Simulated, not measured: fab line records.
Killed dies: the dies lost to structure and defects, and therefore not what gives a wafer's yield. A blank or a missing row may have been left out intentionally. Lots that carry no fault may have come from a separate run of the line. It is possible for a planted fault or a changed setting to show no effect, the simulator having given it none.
Chamber matching :: flow nand_harc :: rie_diel-02 running NHARC_A_M0_STRIP_18: 4 sister chambers
The step strips in N2/H2. 4 wafers are shown with their chamber, then 12 later ones without.

WAFERS PAIRED WITH THEIR CHAMBERS
wafer: L088.5
chamber: 2
showerhead_plenum_p_Torr (Torr): 2.01

wafer: L087.1
chamber: 0
showerhead_plenum_p_Torr (Torr): 2.14

wafer: L087.2
chamber: 3
showerhead_plenum_p_Torr (Torr): 2.14

wafer: L087.5
chamber: 1
showerhead_plenum_p_Torr (Torr): 1.89

WAFERS WHOSE CHAMBER IS MISSING
wafer: L090.1
showerhead_plenum_p_Torr (Torr): 2.14

wafer: L090.3
showerhead_plenum_p_Torr (Torr): 1.89

wafer: L090.6
showerhead_plenum_p_Torr (Torr): 1.89

wafer: L092.1
showerhead_plenum_p_Torr (Torr): 2.01

wafer: L092.3
showerhead_plenum_p_Torr (Torr): 1.89

wafer: L092.6
showerhead_plenum_p_Torr (Torr): 2.01

wafer: L093.1
showerhead_plenum_p_Torr (Torr): 1.89

wafer: L093.3
showerhead_plenum_p_Torr (Torr): 2.14

wafer: L093.6
showerhead_plenum_p_Torr (Torr): 1.88

wafer: L095.1
showerhead_plenum_p_Torr (Torr): 1.89

wafer: L095.3
showerhead_plenum_p_Torr (Torr): 2.14

wafer: L095.6
showerhead_plenum_p_Torr (Torr): 2.14

CHAMBER TAKEN BY EACH
wafer: L090.1
from the rows above: can't be placed: 0 or 3
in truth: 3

wafer: L090.3
from the rows above: 1
in truth: 1

wafer: L090.6
from the rows above: 1
in truth: 1

wafer: L092.1
from the rows above: 2
in truth: 2

wafer: L092.3
from the rows above: 1
in truth: 1

wafer: L092.6
from the rows above: 2
in truth: 2

wafer: L093.1
from the rows above: 1
in truth: 1

wafer: L093.3
from the rows above: can't be placed: 0 or 3
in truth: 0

wafer: L093.6
from the rows above: 1
in truth: 1

wafer: L095.1
from the rows above: 1
in truth: 1

wafer: L095.3
from the rows above: can't be placed: 0 or 3
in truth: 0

wafer: L095.6
from the rows above: can't be placed: 0 or 3
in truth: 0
Placed correctly: 8 of 12. Not placeable from these rows: 4 (in 4, the candidates include the true chamber). Placed wrongly: 0.
How it was worked out, from the rows above alone: a wafer's distance from a chamber is the root of the sum, over the readings, of the square of ((its reading less the chamber's mean) divided by the reading's scatter). If the next closest chamber is less than 2 further off than the closest, the wafer can't be placed; otherwise it belongs to the closest. The mean given for a chamber averages the wafers shown for that chamber. The scatter (one wafer shown for each chamber): square how far every hidden wafer sits from the nearest shown wafer, average those squares and take the square root.
